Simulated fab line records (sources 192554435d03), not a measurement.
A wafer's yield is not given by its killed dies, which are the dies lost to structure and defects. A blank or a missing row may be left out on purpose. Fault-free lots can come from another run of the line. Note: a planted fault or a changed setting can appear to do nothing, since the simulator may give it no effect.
fab line records    flow n5-finfet
record lots=4  wafers=12  last-day=17
route steps=1938 shown BEOL_M0@731 BEOL_M1@751 BEOL_M4@1111 PASSIVATION@1936
lots with no fault: from the same line, run without faults
start-h: hours from the record's first day to the start of the lot's first wafer shown    wait-h: hours elapsed since this lot's preceding step    " repeats the value in the row above    L1.1+2: several wafers, shown together as one row    - no value present, or no start provided    * or withheld: withheld    < > ~ a bound
route shown NAME@n: a module of which the file shows steps, and the number in the route of the first    usual: the fault-free wafers' mean and standard deviation    same: alike in all rows    chamber/n: place in a boat    sites: the reading at each site    _std_site: the standard deviation of these    _edge_site: the outer-site mean with the inner-site mean subtracted    radius-mm: for every site, how far away it sits from the centre of the wafer    mask NAME#n: copy n    behind: the tool/chamber that last shaped the wafer    hold: the reason the lot was held/the length of the hold in hours/how it ended    device: whichever transistor did not switch (one of n, p or np)    end of line: tests run on the same wafers once the route is complete    a step given without rows: its recipe and nothing more    killed: count of dies lost to structure and defects at first sort (not the wafer's yield)    map: dies across one wafer; x = killed, . = not, _ = none there
set.NAME: the setting as run; set.NAME@STEP: as run at that earlier step    model.NAME: the simulator's own value behind a step, which no gauge read
certain route steps with their lots: each step a table, each wafer a row
services: when a tool's chamber went out of use (start-h, in hours from the record's first day, below 0 if earlier), for how many hours, and the reason
## steps
# step N5_BEOL_M0_ALD_136
# recipe material=TaN  target-thk-a=*  temp-c=275  ald-precursor-family=PDMAT  ald-co-reactant=NH3  pressure-torr=3  carrier-flow-sccm=1500  pulse-time-s=2  purge-time-s=3  co-reactant-purge-time-s=2  co-reactant-pulse-time-s=3  ald-cycles=30  precursor-vessel-temp-c=75  precursor-vessel-pressure-torr=26.25  precursor-vessel-carrier-sccm=1000
# step N5_BEOL_M0_SURFACE_TREAT_137
# recipe gas=Ar  time-s=*  ion-energy-ev=*  ion-current-ma-cm2=0.5  pressure-mtorr=*  ar-flow-sccm=30
# step N5_BEOL_M0_CVD_115
# recipe material=Co  target-thk-a=*  temp-c=withheld  precursor=CCTBA/H2  pressure-torr=30  time-s=120
# step N5_BEOL_M0_SPUTTER_116
# recipe material=Cu  target-thk-a=40  temp-c=-20  chamber-pressure-pa=0.07  power-w=withheld  time-s=7.37
# step N5_BEOL_M0_ANNEAL_117
# recipe temp-c=400  time-s=60  ambient=vacuum
# step N5_BEOL_M0_SPUTTER_132
# recipe material=Cu  target-thk-a=40  temp-c=-20  chamber-pressure-pa=0.07  power-w=withheld  time-s=7.37
# step N5_BEOL_M0_ANNEAL_133
# recipe temp-c=400  time-s=60  ambient=vacuum
# step N5_BEOL_M0_SPUTTER_134
# recipe material=Cu  target-thk-a=40  temp-c=-20  chamber-pressure-pa=0.07  power-w=withheld  time-s=7.37
# step N5_BEOL_M0_ANNEAL_135
# recipe temp-c=400  time-s=60  ambient=vacuum
# step N5_BEOL_M0_SPUTTER_141
# recipe material=Cu  target-thk-a=40  temp-c=-20  chamber-pressure-pa=0.07  power-w=withheld  time-s=7.37
# step N5_BEOL_M0_ECD_118
# recipe material=Cu  target-thk-a=3000
# step N5_BEOL_M0_ANNEAL_119
# recipe temp-c=225  time-s=90  ambient=N2
# step N5_BEOL_M0_CMP_120
# recipe stop-on=SiOC  t-overpolish-s=6.9  down-force-psi=1  platen-rpm=50  clearing-platen-down-force-psi=1.5  clearing-platen-rpm=50  post-cmp-clean=cu-alkaline  clearing-platen-pad-velocity-m-s=0.99484  pad-velocity-m-s=0.99484
# usual barrier-field-endpoint-s=3.70/0.14  motor-current-A=6.5/0.74  overpolish-run-s=6.900/0.0094  pad-life-wafers=1075/610  time-to-endpoint-s=65/3.3
lot.wafer  tool    chamber  start-h  wait-h  barrier-field-endpoint-s  motor-current-A  overpolish-run-s  pad-life-wafers  time-to-endpoint-s  model.SiOC_of_BEOL_M0_SAQP_ILD_DEP_01.thk-nm
L628.2     cmp-04  2        186.17   0.2     3.93                      5.9              6.904             1039             68                  38.6
L628.1     "       3        "        "       3.49                      7.4              6.896             1040             62                  38.8
L628.4     "       0        "        "       3.67                      7.0              6.900             1041             70                  39.8
L633.4     cmp-04  2        216.32   0.1     7.08                      6.3              6.896             1290             81                  40.6
L633.3     "       3        "        "       7.22                      7.7              6.881             1291             81                  40.8
L633.1     "       0        "        "       7.31                      7.0              6.910             1292             80                  40.6
L632.2     cmp-04  2        217.02   0.3     3.60                      6.6              6.911             1298             66                  38.6
L632.1     "       3        "        "       7.17                      7.6              6.900             1299             81                  40.6
L632.6     "       0        "        "       3.61                      6.8              6.897             -                66                  39.4
L640.2     cmp-02  3        256.52   0.3     3.44                      5.7              6.893             297              63                  39.4
L640.5     "       0        "        "       3.46                      5.3              6.895             -                65                  40.6
L640.6     "       1        "        "       3.63                      6.8              6.893             -                58                  40.4
# step N5_BEOL_M0_PRE_CLEAN_131
# recipe gas=NH3/H2  time-s=15  temp-c=*  rf-power-w=300
# step N5_BEOL_M0_CO_CAP_123
# recipe material=Co  target-thk-a=20  temp-c=200  precursor=CCTBA/H2  pressure-torr=30  time-s=102.1
# step N5_BEOL_M0_PRE_CLEAN_124
# recipe gas=NH3  time-s=15  temp-c=withheld  rf-power-w=300
# step N5_BEOL_M0_DEP_125
# recipe material=SiCN  target-thk-a=80  temp-c=withheld  precursor=3MS/NH3  pressure-torr=3  rf-w=202  time-s=14
# step N5_BEOL_M0_INSPECT_127
# recipe inspect-instrument=darkfield  mode=post-dep
# usual raw-defect-count=71/26
lot.wafer  tool               chamber  start-h  wait-h  raw-defect-count
L628.1     defect-inspect-02  -        186.72   0.0     60
L628.2     "                  -        "        "       64
L628.4     "                  -        "        "       97
L633.1     defect-inspect-02  -        216.90   0.0     3609
L633.3     "                  -        "        "       3550
L633.4     "                  -        "        "       3722
L632.1     defect-inspect-02  -        217.52   0.0     3524
L632.2     "                  -        "        "       62
L632.6     "                  -        "        "       105
L640.2     defect-inspect-01  -        257.02   0.0     55
L640.5     "                  -        "        "       50
L640.6     "                  -        "        "       37
# step N5_BEOL_M1_ILD_DEP_00
# recipe material=SiOC  target-thk-a=790  temp-c=350  precursor=DEMS/O2  pressure-torr=5  rf-w=500  time-s=15.3
# step N5_BEOL_M1_PECVD_72
# recipe material=SiO2  target-thk-a=160  temp-c=400  precursor=TEOS/O2  pressure-torr=5.5  rf-w=450  teos-flow-sccm=53.8  gas=O2  flow-sccm=3000  time-s=18
# step N5_BEOL_M1_HM_DEP_02
# recipe material=TiN  target-thk-a=200  temp-c=25  chamber-pressure-pa=0.49996
# step N5_BEOL_M1_COAT_61
# recipe resist=SOC  temp-c=250  time-s=60  spin-rpm=1500  resist-thk-nm=60
# step N5_BEOL_M1_COAT_62
# recipe resist=SiARC  temp-c=220  time-s=60  spin-rpm=1500  resist-thk-nm=12
# step N5_BEOL_M1_COAT_73
# recipe resist=underlayer  temp-c=205  time-s=60  spin-rpm=1500  resist-thk-nm=5
# step N5_BEOL_M1_COAT_05
# recipe resist=CAR-EUV  spin-rpm=1500  resist-thk-nm=30
# step N5_BEOL_M1_EBR_07
# recipe solvent=PGMEA  ebr-width-mm=1.5
# step N5_BEOL_M1_SOFTBAKE_06
# recipe temp-c=110  time-s=60  resist=CAR-EUV
# step N5_BEOL_M1_EXPOSE_08
# recipe mask-id=M1  na=0.33  source-shape=dipole  sigma-inner=0.369  sigma-outer=0.767  polarization=unpolarized  dose-mj=33
# step N5_BEOL_M1_PEB_09
# recipe peb-temp-c=100  peb-time-s=60  resist=CAR-EUV
# step N5_BEOL_M1_DEVELOP_10
# recipe develop-time-s=30  developer=TMAH  resist=CAR-EUV  rinse-liquid=surfactant-rinse  dry=air-spin  dev-temp-c=23
# step N5_BEOL_M1_DESCUM_16
# recipe chemistry=O2  time-s=7  source-power-w=50  bias-power-w=20  pressure-mtorr=20  rf-frequency-hz=2.712e+07  temp-c=40  resist=CAR-EUV  o2-flow-sccm=225
# step N5_BEOL_M1_ETCH_74
# recipe chemistry=N2/H2  target=underlayer  target-depth-a=65  mask-material=CAR-EUV  time-s=5.2  ion-energy-ev=200  pressure-mtorr=30  source-w=840  bias-w=150  n2-flow-sccm=200  h2-flow-sccm=200  ends=cleared
# step N5_BEOL_M1_ETCH_63
# recipe chemistry=CF4  target=SiARC  target-depth-a=156  mask-material=CAR-EUV  time-s=26  ion-energy-ev=80  pressure-mtorr=40  source-w=545  bias-w=36  Ar_flow_sccm=100  cf4-flow-sccm=100  ends=cleared
# step N5_BEOL_M1_ETCH_64
# recipe chemistry=N2/H2  target=SOC  target-depth-a=750  overetch-a=150  mask-material=SiARC  temp-c=40  time-s=112.5  ion-energy-ev=200  pressure-mtorr=30  source-w=840  bias-w=150  n2-flow-sccm=200  h2-flow-sccm=200
# step N5_BEOL_M1_STRIP_65
# recipe chemistry=N2/H2  temp-c=40  n2-flow-sccm=200  h2-flow-sccm=200  rf-frequency-hz=6e+07
# step N5_BEOL_M1_STRIP_75
# recipe chemistry=N2/H2  temp-c=40  n2-flow-sccm=200  h2-flow-sccm=200  rf-frequency-hz=6e+07
# step N5_BEOL_M4_RC_MEAS_101
# usual DIBL_N=36.3/1.6  DIBL_P=36.2/2  IOFF_N=0.160/0.028  IOFF_P=0.21/0.036  ION_N=677/11  ION_P=465/6.9  SS_N=71.5/0.55  SS_P=73.3/0.64  VT_N=250/3  VT_P=-250/3.5
lot.wafer  tool       chamber  start-h  wait-h  DIBL_N[mV/V]  DIBL_P[mV/V]  IOFF_N[nA/um]  IOFF_P[nA/um]  ION_N[uA/um]  ION_P[uA/um]  SS_N[mV/dec]  SS_P[mV/dec]  VT_N[mV]  VT_P[mV]
L628.1     prober-01  0        235.13   0.0     37.4          38.2          0.186          0.24           688           468           72.0          74.0          246       -251
L628.2     "          0        "        "       37.1          37.6          0.179          0.24           692           471           72.2          74.4          246       -248
L628.4     "          0        "        "       37.8          39.0          0.207          0.24           686           466           71.9          74.5          246       -249
L632.2     prober-01  0        275.69   0.2     36.1          36.8          0.170          0.22           682           473           71.6          72.6          249       -248
L632.6     "          0        "        "       35.3          36.4          0.158          0.22           685           467           71.9          72.8          249       -250
L640.2     prober-02  0        309.64   0.2     35.1          34.3          0.134          0.17           679           462           70.7          73.3          251       -255
L640.5     "          0        "        "       35.7          35.7          0.144          0.18           665           452           71.8          73.6          251       -252
L640.6     "          0        "        "       35.9          36.2          0.152          0.18           683           460           71.4          73.5          249       -254
# step N5_PASSIVATION_PROBE_49
# usual defect-limited-yield=91.2/1.5  killed_at_M0_to_M3=36/10  killed_at_M4_up=13/6  killed-at-contacts=11/5.2  killed-at-front-end=40/11  killed-at-other=3.1/2.9  killed-dies=104/17  killed-on-rim=14/3.6  killed-open=66/12  killed-short=34/7.7  sort_bin_5_function=5.1/0.91  sort_bin_6_memory=3.2/0.67  sort-n-pass=1076/17  sort-yield-pct=91.2/1.5
# same gross-dies=1180  killed-at-back-side=0  sort_bin_4_leakage[%]=0  sort_bin_8_speed[%]=0
lot.wafer  tool       chamber  start-h  wait-h  defect-limited-yield[%]  killed_at_M0_to_M3  killed_at_M4_up  killed-at-contacts  killed-at-front-end  killed-at-other  killed-dies  killed-on-rim  killed-open  killed-short  sort_bin_5_function[%]  sort_bin_6_memory[%]  sort-n-pass  sort-yield-pct[%]
L628.1     prober-02  -        344.51   0.0     90.4                     52                  13               6                   40                   2                113          9              68           42            6.0                     3.4                   1067         90.4
L628.2     prober-02  -        344.56   0.1     91.1                     30                  7                20                  46                   2                105          18             63           31            4.9                     2.7                   1075         91.1
L628.4     prober-02  -        344.66   0.2     92.6                     36                  7                12                  32                   0                87           9              54           32            4.2                     2.9                   1093         92.6
L632.1     prober-01  -        378.18   0.0     0                        1125                5                8                   38                   4                1180         152            72           46            5.9                     4.0                   0            0
L632.2     prober-01  -        378.23   0.1     91.5                     34                  10               17                  38                   1                100          15             64           36            5.3                     2.8                   1080         91.5
L632.6     prober-01  -        378.43   0.3     91.1                     45                  8                7                   41                   4                105          8              70           32            5.6                     2.7                   1075         91.1
L633.1     prober-01  -        380.15   0.0     0                        1120                9                13                  36                   2                1180         152            73           29            5.3                     3.3                   0            0
L633.3     prober-01  -        380.25   0.1     0                        1108                8                12                  51                   1                1180         152            78           35            5.8                     3.5                   0            0
L633.4     prober-01  -        380.30   0.2     0                        1117                11               17                  33                   2                1180         152            74           41            4.8                     4.4                   0            0
L640.2     prober-01  -        417.85   0.1     91.7                     26                  16               8                   38                   10               98           13             55           36            4.3                     3.1                   1082         91.7
L640.5     prober-01  -        418.00   0.2     92.3                     27                  23               11                  27                   3                91           17             64           23            4.5                     2.9                   1089         92.3
L640.6     prober-01  -        418.05   0.3     92.8                     26                  17               8                   31                   3                85           11             50           30            4.1                     2.9                   1095         92.8
# killed by level:class
L628.1 BEOL_M0_SAQP:geometric-particle:open=16 BEOL_M0_SAQP:geometric-particle:short=14 FIN_SAQP:geometric-particle:short=12 STARTING-WAFER:geometric-particle:open=8 STI_FIN_REVEAL:geometric-particle:open=6 BEOL_M1:geometric-particle:open=6 BEOL_M5:geometric-particle:open=6 BEOL_M2:geometric-particle:open=5
L628.2 STI_FIN_REVEAL:geometric-particle:open=15 MOL_CONTACT_COAG:geometric-particle:open=14 HKMG_FIN:area-etch=9 BEOL_M0_SAQP:geometric-particle:open=8 FIN_SAQP:geometric-particle:short=6 MOL_CONTACT_COAG:geometric-particle:short=6 BEOL_M0_SAQP:geometric-particle:short=6 BEOL_M4:geometric-particle:open=6
L628.4 MOL_CONTACT_COAG:geometric-particle:open=10 FIN_SAQP:geometric-particle:short=9 BEOL_M1:geometric-particle:open=9 BEOL_M2:geometric-particle:open=9 FIN_SAQP:geometric-particle:open=5 BEOL_M0_SAQP:geometric-particle:short=5 BEOL_M0_SAQP:geometric-particle:open=4 STI_FIN_REVEAL:geometric-particle:open=3
L632.1 BEOL_M0:area-cmp=1062 BEOL_M0_SAQP:geometric-particle:open=19 BEOL_M0_SAQP:geometric-particle:short=18 BEOL_M1:geometric-particle:open=12 FIN_SAQP:geometric-particle:open=8 DUMMY_GATE:geometric-particle:open=7 MOL_CONTACT_COAG:geometric-particle:open=7 FIN_SAQP:geometric-particle:short=5
L632.2 MOL_CONTACT_COAG:geometric-particle:open=12 FIN_SAQP:geometric-particle:open=11 BEOL_M0_SAQP:geometric-particle:short=11 FIN_SAQP:geometric-particle:short=9 BEOL_M0_SAQP:geometric-particle:open=6 BEOL_M3:geometric-particle:open=6 GATE_CUT:geometric-particle:open=5 MOL_CONTACT_COAG:geometric-particle:short=5
L632.6 BEOL_M0_SAQP:geometric-particle:open=11 BEOL_M1:geometric-particle:open=10 FIN_SAQP:geometric-particle:short=9 FIN_SAQP:geometric-particle:open=7 DUMMY_GATE:geometric-particle:open=7 BEOL_M2:geometric-particle:open=7 BEOL_M0_SAQP:geometric-particle:short=6 BEOL_M3:geometric-particle:short=5
L633.1 BEOL_M0:area-cmp=1077 BEOL_M0_SAQP:geometric-particle:short=12 MOL_CONTACT_COAG:geometric-particle:open=11 BEOL_M3:geometric-particle:open=9 BEOL_M0_SAQP:geometric-particle:open=8 STI_FIN_REVEAL:geometric-particle:open=7 BEOL_M2:geometric-particle:open=7 FIN_SAQP:geometric-particle:short=5
L633.3 BEOL_M0:area-cmp=1067 BEOL_M0_SAQP:geometric-particle:short=13 STI_FIN_REVEAL:geometric-particle:open=12 FIN_SAQP:geometric-particle:open=10 MOL_CONTACT_COAG:geometric-particle:open=10 BEOL_M0_SAQP:geometric-particle:open=7 DUMMY_GATE:geometric-particle:open=6 BEOL_M1:geometric-particle:open=5
L633.4 BEOL_M0:area-cmp=1064 BEOL_M0_SAQP:geometric-particle:short=16 MOL_CONTACT_COAG:geometric-particle:open=12 BEOL_M0_SAQP:geometric-particle:open=12 STI_FIN_REVEAL:geometric-particle:open=10 FIN_SAQP:geometric-particle:short=6 BEOL_M1:geometric-particle:open=6 BEOL_M3:geometric-particle:open=6
L640.2 FIN_SAQP:geometric-particle:open=7 FIN_SAQP:geometric-particle:short=7 STI_FIN_REVEAL:geometric-particle:open=6 BEOL_M4:geometric-particle:open=6 BEOL_M1:geometric-particle:open=6 MOL_CONTACT_COAG:geometric-particle:open=5 BEOL_M0_SAQP:geometric-particle:open=5 GATE_CUT:geometric-particle:short=4
L640.5 MOL_CONTACT_COAG:geometric-particle:open=11 BEOL_M4:geometric-particle:open=8 FIN_SAQP:geometric-particle:open=7 BEOL_M1:geometric-particle:open=7 BEOL_M2:geometric-particle:open=5 FIN_SAQP:geometric-particle:short=4 BEOL_M0_SAQP:geometric-particle:open=4 BEOL_M1:geometric-particle:short=4
L640.6 FIN_SAQP:geometric-particle:open=11 BEOL_M4:geometric-particle:open=11 BEOL_M0_SAQP:geometric-particle:open=7 BEOL_M0_SAQP:geometric-particle:short=7 FIN_SAQP:geometric-particle:short=6 BEOL_M1:geometric-particle:short=5 STI_FIN_REVEAL:geometric-particle:open=3 MOL_CONTACT_COAG:geometric-particle:short=3
# map L632.1 (x killed, . not)
_________________xxxxxxxxxxxx________________
______________xxxxxxxxxxxxxxxxxx_____________
___________xxxxxxxxxxxxxxxxxxxxxxxx__________
__________xxxxxxxxxxxxxxxxxxxxxxxxxx_________
________xxxxxxxxxxxxxxxxxxxxxxxxxxxxxx_______
_______xxxxxxxxxxxxxxxxxxxxxxxxxxxxxxxx______
______xxxxxxxxxxxxxxxxxxxxxxxxxxxxxxxxxx_____
_____xxxxxxxxxxxxxxxxxxxxxxxxxxxxxxxxxxxx____
____xxxxxxxxxxxxxxxxxxxxxxxxxxxxxxxxxxxxxx___
___xxxxxxxxxxxxxxxxxxxxxxxxxxxxxxxxxxxxxxxx__
___xxxxxxxxxxxxxxxxxxxxxxxxxxxxxxxxxxxxxxxx__
__xxxxxxxxxxxxxxxxxxxxxxxxxxxxxxxxxxxxxxxxxx_
__xxxxxxxxxxxxxxxxxxxxxxxxxxxxxxxxxxxxxxxxxx_
_xxxxxxxxxxxxxxxxxxxxxxxxxxxxxxxxxxxxxxxxxxxx
_xxxxxxxxxxxxxxxxxxxxxxxxxxxxxxxxxxxxxxxxxxxx
_xxxxxxxxxxxxxxxxxxxxxxxxxxxxxxxxxxxxxxxxxxxx
_xxxxxxxxxxxxxxxxxxxxxxxxxxxxxxxxxxxxxxxxxxxx
_xxxxxxxxxxxxxxxxxxxxxxxxxxxxxxxxxxxxxxxxxxxx
_xxxxxxxxxxxxxxxxxxxxxxxxxxxxxxxxxxxxxxxxxxxx
_xxxxxxxxxxxxxxxxxxxxxxxxxxxxxxxxxxxxxxxxxxxx
_xxxxxxxxxxxxxxxxxxxxxxxxxxxxxxxxxxxxxxxxxxxx
__xxxxxxxxxxxxxxxxxxxxxxxxxxxxxxxxxxxxxxxxxx_
__xxxxxxxxxxxxxxxxxxxxxxxxxxxxxxxxxxxxxxxxxx_
___xxxxxxxxxxxxxxxxxxxxxxxxxxxxxxxxxxxxxxxx__
___xxxxxxxxxxxxxxxxxxxxxxxxxxxxxxxxxxxxxxxx__
____xxxxxxxxxxxxxxxxxxxxxxxxxxxxxxxxxxxxxx___
_____xxxxxxxxxxxxxxxxxxxxxxxxxxxxxxxxxxxx____
______xxxxxxxxxxxxxxxxxxxxxxxxxxxxxxxxxx_____
_______xxxxxxxxxxxxxxxxxxxxxxxxxxxxxxxx______
________xxxxxxxxxxxxxxxxxxxxxxxxxxxxxx_______
__________xxxxxxxxxxxxxxxxxxxxxxxxxx_________
___________xxxxxxxxxxxxxxxxxxxxxxxx__________
______________xxxxxxxxxxxxxxxxxx_____________
_________________xxxxxxxxxxxx________________
# map L633.1 (x killed, . not)
_________________xxxxxxxxxxxx________________
______________xxxxxxxxxxxxxxxxxx_____________
___________xxxxxxxxxxxxxxxxxxxxxxxx__________
__________xxxxxxxxxxxxxxxxxxxxxxxxxx_________
________xxxxxxxxxxxxxxxxxxxxxxxxxxxxxx_______
_______xxxxxxxxxxxxxxxxxxxxxxxxxxxxxxxx______
______xxxxxxxxxxxxxxxxxxxxxxxxxxxxxxxxxx_____
_____xxxxxxxxxxxxxxxxxxxxxxxxxxxxxxxxxxxx____
____xxxxxxxxxxxxxxxxxxxxxxxxxxxxxxxxxxxxxx___
___xxxxxxxxxxxxxxxxxxxxxxxxxxxxxxxxxxxxxxxx__
___xxxxxxxxxxxxxxxxxxxxxxxxxxxxxxxxxxxxxxxx__
__xxxxxxxxxxxxxxxxxxxxxxxxxxxxxxxxxxxxxxxxxx_
__xxxxxxxxxxxxxxxxxxxxxxxxxxxxxxxxxxxxxxxxxx_
_xxxxxxxxxxxxxxxxxxxxxxxxxxxxxxxxxxxxxxxxxxxx
_xxxxxxxxxxxxxxxxxxxxxxxxxxxxxxxxxxxxxxxxxxxx
_xxxxxxxxxxxxxxxxxxxxxxxxxxxxxxxxxxxxxxxxxxxx
_xxxxxxxxxxxxxxxxxxxxxxxxxxxxxxxxxxxxxxxxxxxx
_xxxxxxxxxxxxxxxxxxxxxxxxxxxxxxxxxxxxxxxxxxxx
_xxxxxxxxxxxxxxxxxxxxxxxxxxxxxxxxxxxxxxxxxxxx
_xxxxxxxxxxxxxxxxxxxxxxxxxxxxxxxxxxxxxxxxxxxx
_xxxxxxxxxxxxxxxxxxxxxxxxxxxxxxxxxxxxxxxxxxxx
__xxxxxxxxxxxxxxxxxxxxxxxxxxxxxxxxxxxxxxxxxx_
__xxxxxxxxxxxxxxxxxxxxxxxxxxxxxxxxxxxxxxxxxx_
___xxxxxxxxxxxxxxxxxxxxxxxxxxxxxxxxxxxxxxxx__
___xxxxxxxxxxxxxxxxxxxxxxxxxxxxxxxxxxxxxxxx__
____xxxxxxxxxxxxxxxxxxxxxxxxxxxxxxxxxxxxxx___
_____xxxxxxxxxxxxxxxxxxxxxxxxxxxxxxxxxxxx____
______xxxxxxxxxxxxxxxxxxxxxxxxxxxxxxxxxx_____
_______xxxxxxxxxxxxxxxxxxxxxxxxxxxxxxxx______
________xxxxxxxxxxxxxxxxxxxxxxxxxxxxxx_______
__________xxxxxxxxxxxxxxxxxxxxxxxxxx_________
___________xxxxxxxxxxxxxxxxxxxxxxxx__________
______________xxxxxxxxxxxxxxxxxx_____________
_________________xxxxxxxxxxxx________________
## services
tool    chamber  start-h  hours  kind
cmp-02  -        182.60   0.2    repair
cmp-02  -        200.56   2.4    repair
cmp-02  -        215.42   4.0    pm
cmp-02  -        219.42   -      consumable-replace:conditioner
cmp-02  -        219.42   -      consumable-replace:pad
cmp-02  -        244.01   1.5    repair
## key
first-sign step=N5_BEOL_M0_CMP_120  reading=barrier-field-endpoint-s  direction=up  sigmas=25  usual=3.70  struck=7.20
effect step=N5_BEOL_M0_CMP_120  reading=time-to-endpoint-s  direction=up  sigmas=4.8  usual=*  struck=*
effect step=N5_BEOL_M0_INSPECT_127  reading=raw-defect-count  direction=up  sigmas=99+  usual=71  struck=3601
effect step=N5_PASSIVATION_PROBE_49  reading=killed_at_M0_to_M3  direction=up  sigmas=99+  usual=36  struck=1118
model-effect step=N5_BEOL_M0_CMP_120  value=SiOC_of_BEOL_M0_SAQP_ILD_DEP_01.thk-nm  without=39.2  struck=40.65
more-kills-born-at N5_BEOL_M0_CMP_120@cmp-04=4270
met-at N5_BEOL_M0_CMP_120
struck-wafers L632.1,L633.1,L633.3,L633.4
later-rows-left-out L632.1,L633.1,L633.3,L633.4
onset-between 186.17 216.32
fault kind=process-parameter-drift  tool=cmp-04  chamber=-  onset-h=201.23  steps=N5_BEOL_M0_CMP_120  channel=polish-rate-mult  offset=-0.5  shape=step  end-h=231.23  scope=struck-wafers-only
# later-rows-left-out: the simulator's readings of these wafers behind a module that went badly wrong aren't trusted and aren't shown, but for the sort
